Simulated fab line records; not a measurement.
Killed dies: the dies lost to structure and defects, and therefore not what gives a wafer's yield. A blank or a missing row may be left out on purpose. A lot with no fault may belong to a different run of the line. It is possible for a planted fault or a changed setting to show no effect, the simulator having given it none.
Matching of chambers -- flow n5 finfet -- ald metal-04 running N5_BEOL_M7_ALD_77: 3 sister chambers
The step deposits TaN, target thk 2 nm, pulse time 2 s, purge time 3 s. 14 wafers are shown with their chamber, then 5 later ones without.

EACH WAFER AND ITS CHAMBER
wafer,chamber,heater power w (W),susceptor temp C (C)
L077.1,1,437,275.24
L077.4,3,394,275.16
L077.6,1,431,275.24
L076.1,1,436,274.89
L076.4,3,415,274.78
L076.6,2,528,275.00
L075.2,1,445,274.63
L075.4,2,528,275.00
L075.6,2,530,275.02
L082.1,1,425,275.22
L082.4,3,399,275.06
L082.5,3,414,274.76
L083.2,3,413,275.06
L083.4,2,524,274.85

SIGNATURES (means of the wafers above)
reading,chamber 1,chamber 2,chamber 3,scatter within a chamber
heater power w,434.80,527.50,407.00,7.52
susceptor temp C,275.0440,274.9675,274.9640,0.203
Rule: a wafer's distance from a chamber is the root of the sum, over the readings, of the square of ((its reading less the chamber's mean) divided by the reading's scatter). If the next closest chamber is less than 2 further off than the closest, the wafer can't be placed; otherwise it belongs to the closest. The scatter is the square root of a quotient: the sum, over the shown wafers, of each reading's squared deviation from its chamber's mean, divided by wafers minus chambers.

WAFERS WHOSE CHAMBER IS MISSING
wafer,heater power w (W),susceptor temp C (C)
L089.1,532,275.04
L089.6,533,275.11
L097.3,535,274.91
L097.4,432,274.93
L097.5,423,274.84

THE CHAMBER EACH PASSED THROUGH
wafer,from the rows above,in truth
L089.1,2,2
L089.6,2,2
L097.3,2,2
L097.4,1,1
L097.5,can't be placed: 1 or 3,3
Correctly placed: 4 of 5. From these rows, 1 cannot be placed; in 1 the true chamber is one of the candidates. Number placed wrongly: 0.
